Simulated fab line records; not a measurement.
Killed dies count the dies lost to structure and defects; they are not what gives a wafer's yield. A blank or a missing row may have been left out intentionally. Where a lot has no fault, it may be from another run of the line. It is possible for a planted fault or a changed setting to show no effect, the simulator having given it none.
Which tool did it? + flow n5-finfet + 10 lots with 29 wafers sampled at 4 steps, on a route of 1938 steps

WHAT THE GAUGES SHOWED, per wafer
N5_BEOL_M5_INSPECT_13: inspects for defects (brightfield). Usual: raw-defect-count 407, standard deviation 91.
| lot  | measured     | on                | raw-defect-count | flag |
|------|--------------|-------------------|------------------|------|
| L381 | day 8 01:59  | defect-inspect-02 | 332 516 311      |      |
| L382 | day 8 07:11  | defect-inspect-02 | 381 436 334      |      |
| L390 | day 10 09:12 | defect-inspect-01 | 404 228          |      |
| L391 | day 10 12:42 | defect-inspect-02 | 323 386 362      |      |
| L396 | day 12 13:34 | defect-inspect-02 | 1610 487 487     | OFF  |
| L395 | day 12 19:41 | defect-inspect-02 | 540 365 408      |      |
| L397 | day 13 00:42 | defect-inspect-02 | 362 667 305      |      |
| L398 | day 13 00:56 | defect-inspect-02 | 451 495 432      |      |
| L401 | day 13 16:38 | defect-inspect-01 | 436 395 1647     | OFF  |
| L403 | day 14 10:35 | defect-inspect-01 | 510 399 355      |      |

WHAT TOOL EACH LOT RAN ON (gives the tool, then ch and the chambers of the sampled wafers, and finally the start)
| lot  | N5_BEOL_M4_DEP_57               | N5_BEOL_M5_ILD_DEP_00           | N5_BEOL_M5_HM_DEP_02         |
|------|---------------------------------|---------------------------------|------------------------------|
| L381 | pecvd-01 ch 0,1,2, day 7 22:44  | pecvd-02 ch 0,1,2, day 7 23:49  | pvd-sputter-02, day 8 01:16  |
| L382 | pecvd-03 ch 1,2, day 8 01:50    | pecvd-03 ch 0,2, day 8 02:58    | pvd-sputter-03, day 8 06:35  |
| L390 | pecvd-04 ch 0,2, day 10 06:09   | pecvd-04 ch 1,2, day 10 07:14   | pvd-sputter-03, day 10 08:46 |
| L391 | pecvd-03 ch 0,1, day 10 09:15   | pecvd-02 ch 1,2, day 10 10:20   | pvd-sputter-02, day 10 12:05 |
| L396 | pecvd-03 ch 0,1, day 12 11:11   | pecvd-04 ch 1,2, day 12 12:17   | pvd-sputter-02, day 12 12:56 |
| L395 | pecvd-01 ch 1,2, day 12 16:43   | pecvd-02 ch 1,2, day 12 17:49   | pvd-sputter-01, day 12 19:13 |
| L397 | pecvd-03 ch 0,1,2, day 12 21:20 | pecvd-03 ch 0,1,2, day 12 22:25 | pvd-sputter-03, day 13 00:14 |
| L398 | pecvd-03 ch 0,2, day 12 22:04   | pecvd-02 ch 0,1,2, day 12 23:10 | pvd-sputter-03, day 13 00:20 |
| L401 | pecvd-03 ch 0,1,2, day 13 13:40 | pecvd-03 ch 0,1, day 13 14:44   | pvd-sputter-02, day 13 16:01 |
| L403 | pecvd-03 ch 0,1, day 14 07:35   | pecvd-04 ch 0,1,2, day 14 08:40 | pvd-sputter-01, day 14 09:59 |
- N5_BEOL_M4_DEP_57: deposits SiCN from 3MS/NH3, target thk 8 nm, time 14 s.
- N5_BEOL_M5_ILD_DEP_00: deposits SiCOH lowk from DEMS/porogen, target thk 140.64 nm, time 25.9 s.
- N5_BEOL_M5_HM_DEP_02: deposits TiN, target thk 20 nm.

AS READ BY THE TOOLS THEMSELVES (means over the sampled wafers that have a number; for cases with no such wafer, the mark the record gives instead)
N5_BEOL_M4_DEP_57. Usual: chamber-pressure-Torr 3.001 Torr, standard deviation 0.0065; showerhead-plenum-p-Torr 3.659 Torr, standard deviation 0.011; throttle-valve-pct 9.0 %, standard deviation 0.48.
| lot  | tool     | chamber-pressure-Torr (Torr) | showerhead-plenum-p-Torr (Torr) | throttle-valve-pct (%) | flag |
|------|----------|------------------------------|---------------------------------|------------------------|------|
| L381 | pecvd-01 | 2.994                        | 3.659                           | 9.3                    |      |
| L382 | pecvd-03 | 3.004                        | 3.660                           | 9.2                    |      |
| L390 | pecvd-04 | 3.007                        | 3.657                           | 8.3                    |      |
| L391 | pecvd-03 | 3.002                        | 3.669                           | 9.0                    |      |
| L396 | pecvd-03 | 3.004                        | 3.671                           | 9.2                    |      |
| L395 | pecvd-01 | 2.997                        | 3.667                           | 9.6                    |      |
| L397 | pecvd-03 | 2.996                        | 3.659                           | 9.0                    |      |
| L398 | pecvd-03 | 2.997                        | 3.654                           | 8.9                    |      |
| L401 | pecvd-03 | 2.999                        | 3.654                           | 9.0                    |      |
| L403 | pecvd-03 | 3.000                        | 3.668                           | 9.2                    |      |

N5_BEOL_M5_ILD_DEP_00. Usual: chamber-pressure-Torr 4.999 Torr, standard deviation 0.011; heater-power-w 332 W, standard deviation 45; showerhead-plenum-p-Torr 5.737 Torr, standard deviation 0.017; throttle-valve-pct 13.6 %, standard deviation 0.55.
| lot  | tool     | chamber-pressure-Torr (Torr) | heater-power-w (W) | showerhead-plenum-p-Torr (Torr) | throttle-valve-pct (%) | flag |
|------|----------|------------------------------|--------------------|---------------------------------|------------------------|------|
| L381 | pecvd-02 | 4.999                        | 343                | 5.741                           | 14.0                   |      |
| L382 | pecvd-03 | 4.994                        | 294                | 5.731                           | 14.1                   |      |
| L390 | pecvd-04 | 4.995                        | 301                | 5.712                           | 13.0                   |      |
| L391 | pecvd-02 | 4.994                        | 372                | 5.740                           | 14.0                   |      |
| L396 | pecvd-04 | 4.992                        | 288                | 5.724                           | 12.9                   |      |
| L395 | pecvd-02 | 5.003                        | 396                | 5.737                           | 14.1                   |      |
| L397 | pecvd-03 | 5.001                        | 316                | 5.730                           | 13.6                   |      |
| L398 | pecvd-02 | 5.000                        | 346                | 5.749                           | 14.1                   |      |
| L401 | pecvd-03 | 4.999                        | 303                | 5.742                           | 14.0                   |      |
| L403 | pecvd-04 | 4.999                        | 316                | 5.729                           | 13.1                   |      |

N5_BEOL_M5_HM_DEP_02. Usual: throttle-valve-pct 29.9 %, standard deviation 0.88.
| lot  | tool           | throttle-valve-pct (%) | flag |
|------|----------------|------------------------|------|
| L381 | pvd-sputter-02 | 29.9                   |      |
| L382 | pvd-sputter-03 | 30.8                   |      |
| L390 | pvd-sputter-03 | 30.4                   |      |
| L391 | pvd-sputter-02 | 29.6                   |      |
| L396 | pvd-sputter-02 | 30.0                   |      |
| L395 | pvd-sputter-01 | 29.9                   |      |
| L397 | pvd-sputter-03 | 29.7                   |      |
| L398 | pvd-sputter-03 | 30.0                   |      |
| L401 | pvd-sputter-02 | 30.0                   |      |
| L403 | pvd-sputter-01 | 29.8                   |      |

THE ANSWER, worked out from the rows above alone
Rule: take the mean of a lot's wafers that have a number; if it is more than 3 standard deviations from the usual mean, the lot is off. A lot without any number at a reading at which 4 lots or more have one is off too. All remaining lots with rows at the step are treated as sound. Order of review: gauges by route order, followed by the tools' own readings, for which a lot's mean as printed above is used. At the first step where some lot is off, the reading lying furthest off is the one used; lots without a number count as furthest.
Off: L396, L401 (N5_BEOL_M5_INSPECT_13, raw-defect-count).
A tool fits if, at a process step before that reading, it ran every lot that is off, and no sound lot after the first of them. The gauges at N5_BEOL_M5_INSPECT_13 are tried like those tools. One candidate fits, namely pvd-sputter-02 at N5_BEOL_M5_HM_DEP_02. A fault onset in the window from L391 (day 10 12:05, its last sound lot) to L396 (day 12 12:56, its first lot off) fits.

WHAT HAD BEEN PUT IN BY THE SIMULATOR
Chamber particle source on pvd-sputter-02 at N5_BEOL_M5_HM_DEP_02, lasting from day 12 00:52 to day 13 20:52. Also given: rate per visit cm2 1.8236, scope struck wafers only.
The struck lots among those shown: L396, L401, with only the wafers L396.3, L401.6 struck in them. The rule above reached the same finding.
